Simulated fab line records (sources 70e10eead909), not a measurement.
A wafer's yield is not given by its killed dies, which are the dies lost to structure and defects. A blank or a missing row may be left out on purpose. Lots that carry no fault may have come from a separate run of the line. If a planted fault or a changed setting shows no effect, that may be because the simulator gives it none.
fab line records	flow nand_harc
record lots=6	wafers=18	last_day=33
route steps=1302 shown A_BONDPAD@1216 END@1302
lots with no fault: from the same line, run without faults
start_h: the number of hours between the record's first day and the start of the first shown wafer of the lot	wait_h: how many hours have passed since the lot's step before this one	" unchanged from the row above	L1.1+2: a single row standing in for several wafers	- no value, or no start was given	* or withheld: withheld	< > ~ a bound
route shown NAME@n: names a module that has steps shown in the file, with the first one's number in the route	usual: average and standard deviation across the fault-free wafers	same: alike in all rows	chamber/n: place in a boat	sites: each site's reading	_std_site: the standard deviation of these	_edge_site: inner sites' mean taken away from outer sites' mean	radius_mm: for every site, how far away it sits from the centre of the wafer	mask NAME#n: copy n	behind: the last tool/chamber to shape the wafer	hold: what put the lot on hold/how long, in hours/how the hold closed	device: names the non-switching transistor (n, p or np)	end of line: the same wafers' tests at the end of the route	where a step has no rows: the recipe by itself	killed: at the first sort, the dies lost to defects and structure; wafer yield is something else	map: dies across one wafer; x = killed, . = not, _ = none there
set.NAME: setting as actually run; set.NAME@STEP: the setting as run at that earlier step	model.NAME: the simulator's own value behind a step, which no gauge read
a table for each step, a row for each wafer; lots at some steps of the route
services: from which hour (start_h, from the record's first day; less than 0 if before it) a tool's chamber was out of use, for how many hours, and why
## steps
# step NHARC_A_BONDPAD_OVL_MEAS_35
# usual overlay_x_nm=-1/5.6	overlay_y_nm=2/5.7
lot.wafer	tool	chamber	start_h	wait_h	overlay_x_nm	overlay_y_nm
L171.1	overlay-01	-	555.39	-	-2	0
L171.4	"	-	"	"	-2	-1
L171.6	"	-	"	"	-2	-1
L176.2	overlay-02	-	597.55	-	-7	-2
L176.3	"	-	"	"	-7	-2
L176.5	"	-	"	"	-7	-2
L182.3	overlay-01	-	677.86	-	4	8
L182.4	"	-	"	"	4	7
L182.6	"	-	"	"	4	7
L184.2	overlay-02	-	698.02	-	-10	11
L184.3	"	-	"	"	-11	11
L184.6	"	-	"	"	-11	11
L188.1	overlay-01	-	741.67	-	10	-2
L188.2	"	-	"	"	10	-1
L188.3	"	-	"	"	9	-2
L189.1	overlay-02	-	750.31	-	-7	-12
L189.4	"	-	"	"	-7	-11
L189.5	"	-	"	"	-7	-11
# step NHARC_A_BONDPAD_HARDBAKE_10
# recipe temp_c=118	time_s=65
# step NHARC_A_BONDPAD_DESCUM_11
# recipe time_s=3	o2_flow_sccm=200	ar_flow_sccm=0	bias_power_w=0	chemistry=O2
# step NHARC_A_BONDPAD_ETCH_34
# recipe target_depth_a=600	overetch_a=180	time_s=65.91	ion_energy_ev=200	n2_flow_sccm=150	h2_flow_sccm=150	ar_flow_sccm=0	rf_w=400	bias_w=150	chemistry=N2/H2
# usual drypump_motor_current_A=5.9/0.36	oes_product_au=1.003/0.0087	rf_vpp_V=432.5/2.9	showerhead_plenum_p_Torr=2.11/0.099	throttle_valve_pct=14.173/0.0089
lot.wafer	tool	chamber	start_h	wait_h	drypump_motor_current_A	oes_product_au	rf_hours_counter_h	rf_vpp_V	showerhead_plenum_p_Torr	throttle_valve_pct
L171.1	rie_diel-11	3	555.59	0.1	5.6	1.007	3	432.8	2.18	14.173
L171.4	"	0	"	"	6.4	0.992	3	434.3	2.19	14.170
L171.6	"	0	"	"	6.5	1.005	-	434.8	2.19	14.180
L176.2	rie_diel-03	1	597.77	0.1	5.7	0.985	19	432.9	2.06	14.160
L176.3	"	2	"	"	6.0	1.019	18	431.5	2.06	14.167
L176.5	"	0	"	"	6.0	1.005	-	427.1	1.88	14.192
L182.3	rie_diel-11	0	678.07	0.1	6.4	1.005	1	434.2	2.19	14.183
L182.4	"	2	"	"	5.7	1.005	1	433.8	2.17	14.178
L182.6	"	0	"	"	6.4	1.001	-	434.7	2.18	14.178
L184.2	rie_diel-11	1	698.23	0.1	6.2	0.996	2	429.9	2.05	14.170
L184.3	"	3	"	"	5.6	1.009	2	433.9	2.18	14.176
L184.6	"	0	"	"	6.4	1.005	-	434.6	2.18	14.167
L188.3	rie_diel-11	3	741.88	0.1	5.6	1.010	2	434.5	2.18	14.170
L188.2	"	1	"	"	6.2	0.994	2	430.5	2.05	14.172
L188.1	"	2	"	"	5.7	0.998	2	436.1	2.17	14.177
L189.4	rie_diel-11	2	750.52	0.1	5.7	1.008	2	434.1	2.17	14.181
L189.1	"	1	"	"	6.1	1.003	2	430.0	2.05	14.179
L189.5	"	2	"	"	5.7	0.980	-	435.2	2.17	14.176
# step NHARC_A_BONDPAD_ETCH_12
# recipe target_depth_a=2200	time_s=110	chf3_flow_sccm=50	o2_flow_sccm=10	ar_flow_sccm=200	rf_w=500	bias_w=200	chemistry=CHF3/O2
# step NHARC_A_BONDPAD_CD_MEAS_13
# usual cd_nm=499.5/2.1
lot.wafer	tool	chamber	start_h	wait_h	cd_nm
L171.1	cd_sem-02	-	555.82	-	499.9
L171.4	"	-	"	"	497.2
L171.6	"	-	"	"	501.3
L176.2	cd_sem-02	-	597.99	-	498.5
L176.3	"	-	"	"	500.8
L176.5	"	-	"	"	497.7
L182.3	cd_sem-03	-	678.30	-	497.4
L182.4	"	-	"	"	500.0
L182.6	"	-	"	"	498.7
L184.2	cd_sem-02	-	698.46	-	500.1
L184.3	"	-	"	"	497.1
L184.6	"	-	"	"	498.5
L188.1	cd_sem-02	-	742.11	-	502.7
L188.2	"	-	"	"	500.4
L188.3	"	-	"	"	502.3
L189.1	cd_sem-02	-	750.75	-	504.2
L189.4	"	-	"	"	501.8
L189.5	"	-	"	"	504.7
# step NHARC_A_BONDPAD_STRIP_15
# recipe o2_flow_sccm=500	ar_flow_sccm=0	bias_w=0	chemistry=O2
# usual drypump_motor_current_A=5.9/0.4	oes_product_au=1.001/0.01	rf_vpp_V=57.9/0.87	showerhead_plenum_p_Torr=3.58/0.17	throttle_valve_pct=17.038/0.009
lot.wafer	tool	chamber	start_h	wait_h	drypump_motor_current_A	oes_product_au	rf_hours_counter_h	rf_vpp_V	showerhead_plenum_p_Torr	throttle_valve_pct
L171.4	rie_diel-11	3	555.90	0.1	5.6	1.012	3	58.1	3.74	17.030
L171.1	"	1	"	"	6.2	1.009	3	58.3	3.55	17.041
L171.6	"	0	"	"	6.4	1.008	-	59.0	3.76	17.030
L176.3	rie_diel-11	0	598.06	0.1	6.4	1.015	4	59.1	3.76	17.031
L176.2	"	1	"	"	6.2	1.009	4	57.8	3.54	17.039
L176.5	"	1	"	"	6.2	1.010	-	57.0	3.54	17.038
L182.4	rie_diel-11	1	678.39	0.1	6.2	0.995	1	57.4	3.54	17.052
L182.3	"	3	"	"	5.6	1.006	1	57.6	3.74	17.039
L182.6	"	1	"	"	6.2	0.986	-	56.8	3.54	17.040
L184.2	rie_diel-11	2	698.53	0.1	5.7	0.995	2	58.2	3.74	17.039
L184.3	"	0	"	"	6.5	1.010	2	57.3	3.76	17.036
L184.6	"	3	"	"	5.6	1.009	-	57.2	3.74	17.035
L188.2	rie_diel-03	0	742.18	0.1	6.0	1.011	17	58.8	3.80	17.037
L188.1	"	2	"	"	6.1	1.010	16	57.9	3.54	17.041
L188.3	"	3	"	"	5.7	1.012	16	57.0	3.26	17.025
L189.4	rie_diel-11	0	750.83	0.1	6.5	1.005	2	58.7	3.76	17.060
L189.1	"	2	"	"	5.7	1.001	2	56.4	3.74	17.049
L189.5	"	1	"	"	6.2	0.990	-	56.8	3.54	17.045
# step NHARC_A_BONDPAD_ETCH_24
# recipe target_depth_a=300	over_etch_frac=0.3	time_s=72.99	ion_energy_ev=150	cf4_flow_sccm=50	n2_flow_sccm=100	ar_flow_sccm=150	rf_w=300	bias_w=100	chemistry=CF4/N2
# step NHARC_A_BONDPAD_STRIP_16
# recipe time_s=600	temp_c=30	chemistry=post_etch_residue_remover
# step NHARC_A_BONDPAD_DEGAS_25
# recipe temp_c=300	time_s=60
# usual heater_power_w=469/62
lot.wafer	tool	chamber	start_h	wait_h	heater_power_w
L171.1	pvd_sputter-02	-	556.46	-	545
L171.4	"	-	"	"	376
L171.6	"	-	"	"	551
L176.3	pvd_sputter-03	-	598.67	-	494
L176.2	"	-	"	"	522
L176.5	"	-	"	"	534
L182.3	pvd_sputter-02	-	678.92	-	557
L182.4	"	-	"	"	427
L182.6	"	-	"	"	561
L184.3	pvd_sputter-02	-	699.08	-	520
L184.2	"	-	"	"	556
L184.6	"	-	"	"	508
L188.1	pvd_sputter-01	-	743.18	-	421
L188.3	"	-	"	"	439
L188.2	"	-	"	"	406
L189.4	pvd_sputter-03	-	751.38	-	507
L189.1	"	-	"	"	544
L189.5	"	-	"	"	471
# step NHARC_A_BONDPAD_PRE_CLEAN_26
# recipe time_s=30	temp_c=280	gas=H2/He
# usual heater_power_w=417/53
lot.wafer	tool	chamber	start_h	wait_h	heater_power_w
L171.1	pvd_sputter-02	-	-	-	456
L171.4	"	-	"	"	394
L171.6	"	-	"	"	488
L176.3	pvd_sputter-03	-	-	-	457
L176.2	"	-	"	"	409
L176.5	"	-	"	"	424
L182.4	pvd_sputter-02	-	-	-	443
L182.3	"	-	"	"	311
L182.6	"	-	"	"	446
L184.2	pvd_sputter-02	-	-	-	454
L184.3	"	-	"	"	495
L184.6	"	-	"	"	493
L188.1	pvd_sputter-01	-	-	-	363
L188.3	"	-	"	"	377
L188.2	"	-	"	"	389
L189.1	pvd_sputter-03	-	-	-	429
L189.4	"	-	"	"	416
L189.5	"	-	"	"	485
# step NHARC_A_BONDPAD_PVD_17
# recipe target_thk_a=50	bias_v=168.6	power_w=15000	chamber_pressure_pa=0.12	time_s=8.06	substrate_temp_c=50	material=TaN
# usual chamber_pressure_pa=0.12001/0.00024	throttle_valve_pct=29.9/1
lot.wafer	tool	chamber	start_h	wait_h	chamber_pressure_pa	throttle_valve_pct
L171.4	pvd_sputter-02	-	-	-	0.12	29.5
L171.1	"	-	"	"	0.1204	29.8
L171.6	"	-	"	"	0.12021	31.8
L176.3	pvd_sputter-03	-	-	-	0.11979	30.1
L176.2	"	-	"	"	0.11971	28.7
L176.5	"	-	"	"	0.12015	30.9
L182.3	pvd_sputter-02	-	-	-	0.11997	31.3
L182.4	"	-	"	"	0.12006	30.1
L182.6	"	-	"	"	0.12022	31.4
L184.2	pvd_sputter-02	-	-	-	0.12012	30.9
L184.3	"	-	"	"	0.12033	30.0
L184.6	"	-	"	"	0.12015	31.2
L188.1	pvd_sputter-01	-	-	-	0.12021	28.7
L188.3	"	-	"	"	0.12012	28.9
L188.2	"	-	"	"	0.11995	28.5
L189.1	pvd_sputter-03	-	-	-	0.12007	29.9
L189.4	"	-	"	"	0.12023	30.3
L189.5	"	-	"	"	0.12034	30.0
# step NHARC_A_BONDPAD_PVD_27
# recipe target_thk_a=300	chamber_pressure_pa=5	power_w=5000	substrate_temp_c=30	time_s=20.49	material=Cu
# usual chamber_pressure_pa=5.000/0.011	throttle_valve_pct=29.9/1
lot.wafer	tool	chamber	start_h	wait_h	chamber_pressure_pa	throttle_valve_pct
L171.1	pvd_sputter-02	-	556.69	-	4.995	31.2
L171.4	"	-	"	"	5.012	29.5
L171.6	"	-	"	"	4.997	29.9
L176.2	pvd_sputter-03	-	598.89	-	4.987	31.3
L176.3	"	-	"	"	5.007	28.7
L176.5	"	-	"	"	4.981	30.1
L182.4	pvd_sputter-02	-	679.15	-	5.007	31.4
L182.3	"	-	"	"	5.009	29.9
L182.6	"	-	"	"	5.012	31.0
L184.3	pvd_sputter-02	-	699.30	-	4.996	29.9
L184.2	"	-	"	"	5.002	29.7
L184.6	"	-	"	"	4.998	30.1
L188.3	pvd_sputter-01	-	743.42	-	4.985	28.7
L188.2	"	-	"	"	5.014	28.7
L188.1	"	-	"	"	5.002	28.8
L189.1	pvd_sputter-03	-	751.60	-	5.023	30.2
L189.4	"	-	"	"	4.994	31.0
L189.5	"	-	"	"	5.006	30.4
# step NHARC_A_BONDPAD_ECD_18
# recipe target_thk_a=4000	bath_temp_c=25	material=Cu
# step NHARC_A_BONDPAD_ANNEAL_28
# recipe temp_c=225	time_s=90
# step NHARC_A_BONDPAD_CMP_19
# recipe t_overpolish_s=30	cu_recess_touch_s=16	target_thk_nm=169.82
# step NHARC_A_BONDPAD_SRD_21
# recipe time_s=30	temp_c=23	dry_time_s=20	spin_rpm=1500
# step NHARC_A_BONDPAD_INSPECT_23
# usual raw_defect_count=563/130
lot.wafer	tool	chamber	start_h	wait_h	raw_defect_count
L171.1	defect_inspect-02	-	558.08	0.0	515
L171.4	"	-	"	"	463
L171.6	"	-	"	"	488
L176.2	defect_inspect-02	-	600.29	0.0	537
L176.3	"	-	"	"	1054
L176.5	"	-	"	"	787
L182.3	defect_inspect-01	-	680.53	0.0	503
L182.4	"	-	"	"	391
L182.6	"	-	"	"	463
L184.2	defect_inspect-02	-	700.70	0.0	436
L184.3	"	-	"	"	493
L184.6	"	-	"	"	475
L188.1	defect_inspect-02	-	744.80	0.0	596
L188.2	"	-	"	"	751
L188.3	"	-	"	"	736
L189.1	defect_inspect-01	-	752.98	0.0	875
L189.4	"	-	"	"	716
L189.5	"	-	"	"	510
# step NHARC_END_SORT_01
# recipe temp_c=25
# usual defect_limited_yield=91.8/2.8	killed_at_array=51/18	killed_at_other=1.0/1.2	killed_at_periphery=3.7/2.9	killed_dies=55/19	killed_open=3.5/1.9	killed_short=2.6/1.6	sort_bin_2_pct=2.9/1.3	sort_bin_3_pct=0.6/0.38	sort_bin_4_pct=4.6/1.5	sort_n_pass=622/19	sort_rim_yield_pct=94/3.2	sort_yield_pct=91.8/2.8
# same gross_dies=677	sort_bin_5_pct[%]=0	sort_bin_6_pct[%]=0	sort_bin_7_pct[%]=0	sort_bin_8_pct[%]=0	sort_rim_n_gross=106.00
lot.wafer	tool	chamber	start_h	wait_h	hold	defect_limited_yield[%]	killed_at_array	killed_at_other	killed_at_periphery	killed_dies	killed_open	killed_short	sort_bin_2_pct[%]	sort_bin_3_pct[%]	sort_bin_4_pct[%]	sort_n_pass	sort_rim_yield_pct[%]	sort_yield_pct[%]
L176.2	prober-01	0	630.71	2.8	-	90.0	65	0	3	68	7	5	3.7	1.2	5.2	609	94	90.0
L176.3	prober-01	0	631.50	3.1	-	89.2	70	0	3	73	5	1	5.2	0.6	5.0	604	93	89.2
L176.5	prober-01	0	633.08	3.7	-	91.3	57	1	1	59	3	2	3.5	1.2	4.0	618	99	91.3
L182.3	prober-02	0	710.54	3.1	await_dispo/1.3h/scrap	0	665	0	12	677	2	1	94.2	0.6	5.2	0	0	0
L182.4	prober-02	0	711.34	3.4	await_dispo/1.3h/scrap	0	666	1	10	677	5	1	94.1	0.4	5.5	0	0	0
L182.6	prober-02	0	712.93	4.0	await_dispo/1.3h/scrap	0	669	1	7	677	3	2	95.1	0.6	4.3	0	0	0
L184.2	prober-01	0	731.41	2.8	await_dispo/4.3h/scrap	0	672	0	5	677	4	2	93.2	0.6	6.2	0	0	0
L184.3	prober-01	0	732.21	3.1	await_dispo/4.3h/scrap	0	669	0	8	677	5	1	95.1	0.3	4.6	0	0	0
L184.6	prober-01	0	734.60	4.0	await_dispo/4.3h/scrap	0	668	2	7	677	5	3	94.5	1.0	4.4	0	0	0
L188.1	prober-02	0	777.33	2.5	-	90.8	58	0	4	62	2	5	3.7	0.3	5.2	615	97	90.8
L188.2	prober-02	0	778.13	2.8	-	95.6	25	0	5	30	3	2	2.2	0.1	2.1	647	87	95.6
L188.3	prober-02	0	778.93	3.1	-	95.4	22	1	8	31	2	2	1.9	0.1	2.5	646	89	95.4
L189.1	prober-01	0	782.63	2.5	-	90.7	60	2	1	63	2	2	3.4	0.6	5.3	614	97	90.7
L189.4	prober-01	0	785.00	3.4	-	88.9	71	2	2	75	8	4	5.0	0.3	5.8	602	96	88.9
L189.5	prober-01	0	785.79	3.7	-	95.4	27	1	3	31	4	1	1.0	0.3	3.2	646	89	95.4
# killed by level:class
L176.2 A_CHANNEL_HOLE_D1:chamber_film_flake=25 A_CHANNEL_HOLE_D2:chamber_film_flake=21 A_ONON_D2:geometric_particle:short=3 A_WL_FILL:chamber_film_flake=3 A_CHANNEL_FILL_D1:geometric_particle:open=2 A_M0:geometric_particle:open=2 A_STAIRCASE:chamber_film_flake=2 A_ONON_D1:geometric_particle:open=1
L176.3 A_CHANNEL_HOLE_D1:chamber_film_flake=30 A_CHANNEL_HOLE_D2:chamber_film_flake=23 A_WL_FILL:chamber_film_flake=5 A_BLC:geometric_particle:open=2 A_CHANNEL_FILL_D1:chamber_film_flake=2 A_SLIT:chamber_film_flake=2 A_STAIRCASE:chamber_film_flake=2 A_CONTACT:chamber_film_flake=2
L176.5 A_CHANNEL_HOLE_D1:chamber_film_flake=34 A_CHANNEL_HOLE_D2:chamber_film_flake=16 A_ONON_D2:geometric_particle:open=1 A_WL_FILL:geometric_particle:open=1 A_BLC:geometric_particle:open=1 A_M0:geometric_particle:short=1 P_ZERO_WELL:chamber_film_flake=1 STARTING-WAFER:geometric_particle:short=1
L182.3 A_BONDPAD:area_pvd=615 A_CHANNEL_HOLE_D2:chamber_film_flake=24 A_SLIT:chamber_film_flake=10 A_STAIRCASE:chamber_film_flake=6 P_BONDPAD:chamber_film_flake=5 A_CHANNEL_HOLE_D1:chamber_film_flake=5 P_CONTACT:chamber_film_flake=4 P_GATE:chamber_film_flake=3
L182.4 A_BONDPAD:area_pvd=615 A_SLIT:chamber_film_flake=27 A_CHANNEL_HOLE_D2:chamber_film_flake=8 A_STAIRCASE:chamber_film_flake=5 P_BONDPAD:chamber_film_flake=4 P_CONTACT:chamber_film_flake=3 P_GATE:chamber_film_flake=2 A_WL_FILL:chamber_film_flake=2
L182.6 A_BONDPAD:area_pvd=615 A_SLIT:chamber_film_flake=34 A_CHANNEL_HOLE_D2:chamber_film_flake=7 P_CONTACT:chamber_film_flake=4 A_STAIRCASE:chamber_film_flake=4 A_CHANNEL_HOLE_D1:chamber_film_flake=3 P_BONDPAD:chamber_film_flake=2 A_WL_FILL:chamber_film_flake=2
L184.2 A_BONDPAD:area_pvd=607 A_SLIT:chamber_film_flake=34 A_CHANNEL_HOLE_D2:chamber_film_flake=17 A_CHANNEL_HOLE_D1:chamber_film_flake=4 A_WL_FILL:chamber_film_flake=3 P_M0:geometric_particle:open=2 P_STI:chamber_film_flake=2 A_WL_FILL:geometric_particle:short=2
L184.3 A_BONDPAD:area_pvd=629 A_CHANNEL_HOLE_D2:chamber_film_flake=13 A_CHANNEL_HOLE_D1:chamber_film_flake=10 A_SLIT:chamber_film_flake=6 P_GATE:chamber_film_flake=4 P_STI:chamber_film_flake=2 A_DECK1_JOINT:chamber_film_flake=2 A_WL_FILL:chamber_film_flake=2
L184.6 A_BONDPAD:area_pvd=619 A_CHANNEL_HOLE_D2:chamber_film_flake=21 A_SLIT:chamber_film_flake=10 A_CHANNEL_HOLE_D1:chamber_film_flake=8 A_ONON_D2:geometric_particle:open=2 P_STI:chamber_film_flake=2 P_GATE:chamber_film_flake=2 A_DECK1_JOINT:chamber_film_flake=2
L188.1 A_SLIT:chamber_film_flake=24 A_CHANNEL_HOLE_D2:chamber_film_flake=14 A_CHANNEL_HOLE_D1:chamber_film_flake=11 P_M0:chamber_film_flake=2 A_CONTACT:chamber_film_flake=2 P_M0:geometric_particle:open=1 A_ONON_D1:geometric_particle:short=1 A_CHANNEL_FILL_D1:geometric_particle:short=1
L188.2 A_SLIT:chamber_film_flake=7 A_CHANNEL_HOLE_D2:chamber_film_flake=4 P_M0:chamber_film_flake=3 A_CHANNEL_FILL_D1:chamber_film_flake=3 A_CHANNEL_HOLE_D1:chamber_film_flake=2 A_DECK1_JOINT:chamber_film_flake=2 A_CONTACT:chamber_film_flake=2 P_M0:geometric_particle:open=1
L188.3 A_SLIT:chamber_film_flake=8 P_M0:chamber_film_flake=7 A_CHANNEL_HOLE_D2:chamber_film_flake=5 A_CHANNEL_HOLE_D1:chamber_film_flake=3 P_M1:geometric_particle:open=1 A_CHANNEL_FILL_D1:geometric_particle:short=1 A_ONON_D2:geometric_particle:open=1 A_CHANNEL_FILL_D2:geometric_particle:short=1
L189.1 A_SLIT:chamber_film_flake=28 A_CHANNEL_HOLE_D1:chamber_film_flake=11 A_SGD_CUT:chamber_film_flake=7 A_CONTACT:chamber_film_flake=6 A_SGD_CUT:geometric_particle:open=2 THIN_TSV:chamber_film_flake=2 A_ONON_D1:geometric_particle:short=1 A_WL_FILL:geometric_particle:short=1
L189.4 A_SLIT:chamber_film_flake=34 A_CHANNEL_HOLE_D1:chamber_film_flake=9 A_SGD_CUT:chamber_film_flake=5 A_STAIRCASE:chamber_film_flake=4 A_CHANNEL_FILL_D1:chamber_film_flake=3 A_CONTACT:chamber_film_flake=3 A_DECK1_JOINT:geometric_particle:short=2 A_CHANNEL_FILL_D2:geometric_particle:open=2
L189.5 A_SLIT:chamber_film_flake=10 A_SGD_CUT:chamber_film_flake=5 A_CHANNEL_HOLE_D1:chamber_film_flake=4 A_CHANNEL_FILL_D1:chamber_film_flake=2 P_GATE:geometric_particle:open=1 P_CONTACT:geometric_particle:open=1 A_ONON_D1:geometric_particle:open=1 A_CONTACT:chamber_film_flake=1
# map L182.3 (x killed, . not)
____________x____________
_________xxxxxxx_________
_______xxxxxxxxxxx_______
______xxxxxxxxxxxxx______
_____xxxxxxxxxxxxxxx_____
____xxxxxxxxxxxxxxxxx____
____xxxxxxxxxxxxxxxxx____
___xxxxxxxxxxxxxxxxxxx___
___xxxxxxxxxxxxxxxxxxx___
__xxxxxxxxxxxxxxxxxxxxx__
__xxxxxxxxxxxxxxxxxxxxx__
_xxxxxxxxxxxxxxxxxxxxxxx_
_xxxxxxxxxxxxxxxxxxxxxxx_
_xxxxxxxxxxxxxxxxxxxxxxx_
_xxxxxxxxxxxxxxxxxxxxxxx_
_xxxxxxxxxxxxxxxxxxxxxxx_
xxxxxxxxxxxxxxxxxxxxxxxxx
xxxxxxxxxxxxxxxxxxxxxxxxx
xxxxxxxxxxxxxxxxxxxxxxxxx
xxxxxxxxxxxxxxxxxxxxxxxxx
xxxxxxxxxxxxxxxxxxxxxxxxx
_xxxxxxxxxxxxxxxxxxxxxxx_
_xxxxxxxxxxxxxxxxxxxxxxx_
_xxxxxxxxxxxxxxxxxxxxxxx_
_xxxxxxxxxxxxxxxxxxxxxxx_
_xxxxxxxxxxxxxxxxxxxxxxx_
__xxxxxxxxxxxxxxxxxxxxx__
__xxxxxxxxxxxxxxxxxxxxx__
___xxxxxxxxxxxxxxxxxxx___
___xxxxxxxxxxxxxxxxxxx___
____xxxxxxxxxxxxxxxxx____
____xxxxxxxxxxxxxxxxx____
_____xxxxxxxxxxxxxxx_____
______xxxxxxxxxxxxx______
_______xxxxxxxxxxx_______
_________xxxxxxx_________
____________x____________
# map L184.2 (x killed, . not)
____________x____________
_________xxxxxxx_________
_______xxxxxxxxxxx_______
______xxxxxxxxxxxxx______
_____xxxxxxxxxxxxxxx_____
____xxxxxxxxxxxxxxxxx____
____xxxxxxxxxxxxxxxxx____
___xxxxxxxxxxxxxxxxxxx___
___xxxxxxxxxxxxxxxxxxx___
__xxxxxxxxxxxxxxxxxxxxx__
__xxxxxxxxxxxxxxxxxxxxx__
_xxxxxxxxxxxxxxxxxxxxxxx_
_xxxxxxxxxxxxxxxxxxxxxxx_
_xxxxxxxxxxxxxxxxxxxxxxx_
_xxxxxxxxxxxxxxxxxxxxxxx_
_xxxxxxxxxxxxxxxxxxxxxxx_
xxxxxxxxxxxxxxxxxxxxxxxxx
xxxxxxxxxxxxxxxxxxxxxxxxx
xxxxxxxxxxxxxxxxxxxxxxxxx
xxxxxxxxxxxxxxxxxxxxxxxxx
xxxxxxxxxxxxxxxxxxxxxxxxx
_xxxxxxxxxxxxxxxxxxxxxxx_
_xxxxxxxxxxxxxxxxxxxxxxx_
_xxxxxxxxxxxxxxxxxxxxxxx_
_xxxxxxxxxxxxxxxxxxxxxxx_
_xxxxxxxxxxxxxxxxxxxxxxx_
__xxxxxxxxxxxxxxxxxxxxx__
__xxxxxxxxxxxxxxxxxxxxx__
___xxxxxxxxxxxxxxxxxxx___
___xxxxxxxxxxxxxxxxxxx___
____xxxxxxxxxxxxxxxxx____
____xxxxxxxxxxxxxxxxx____
_____xxxxxxxxxxxxxxx_____
______xxxxxxxxxxxxx______
_______xxxxxxxxxxx_______
_________xxxxxxx_________
____________x____________
## services
tool	chamber	start_h	hours	kind
rie_diel-11	0	539.54	-	clean
rie_diel-11	1	539.54	-	clean
rie_diel-11	2	539.54	-	clean
rie_diel-11	3	539.54	-	clean
rie_diel-11	0	564.04	-	clean
rie_diel-11	1	564.04	-	clean
rie_diel-11	2	564.04	-	clean
rie_diel-11	3	564.04	-	clean
pvd_sputter-03	-	566.01	5.3	repair
pvd_sputter-02	-	571.92	2.0	repair
pvd_sputter-01	-	582.00	10.0	pm
rie_diel-11	0	588.54	-	clean
rie_diel-11	1	588.54	-	clean
rie_diel-11	2	593.03	18.1	repair
rie_diel-11	-	609.50	9.0	pm
rie_diel-03	-	635.49	9.0	pm
pvd_sputter-02	-	638.01	10.0	pm
pvd_sputter-02	-	670.42	2.4	repair
rie_diel-11	1	670.52	5.3	repair
rie_diel-11	-	695.72	0.2	repair
pvd_sputter-03	-	704.00	10.0	pm
rie_diel-03	1	709.16	9.5	repair
rie_diel-03	2	719.35	2.9	repair
pvd_sputter-02	-	746.91	1.1	repair
## key
first_sign step=NHARC_END_SORT_01	reading=sort_bin_2_pct	direction=up	sigmas=73	usual=2.9	struck=94.4
effect step=NHARC_END_SORT_01	reading=killed_at_array	direction=up	sigmas=34	usual=51	struck=668
more_kills_born_at NHARC_A_BONDPAD_PVD_27@pvd_sputter-02=3700
met_at NHARC_A_BONDPAD_PVD_27
struck_wafers L182.3,L182.4,L182.6,L184.2,L184.3,L184.6
later_rows_left_out L182.3,L182.4,L182.6,L184.2,L184.3,L184.6
onset_between 556.69 679.15
also_fits NHARC_A_BONDPAD_DEGAS_25:pvd_sputter-02,NHARC_A_BONDPAD_PRE_CLEAN_26:pvd_sputter-02,NHARC_A_BONDPAD_PVD_17:pvd_sputter-02
fault kind=process_parameter_drift	tool=pvd_sputter-02	chamber=-	onset_h=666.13	steps=NHARC_A_BONDPAD_PVD_27	channel=target_thk_a	offset=*	shape=step	end_h=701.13	acts_in=*	stated=*
# later_rows_left_out: the simulator's readings of these wafers behind a module that went badly wrong aren't trusted and aren't shown, but for the sort
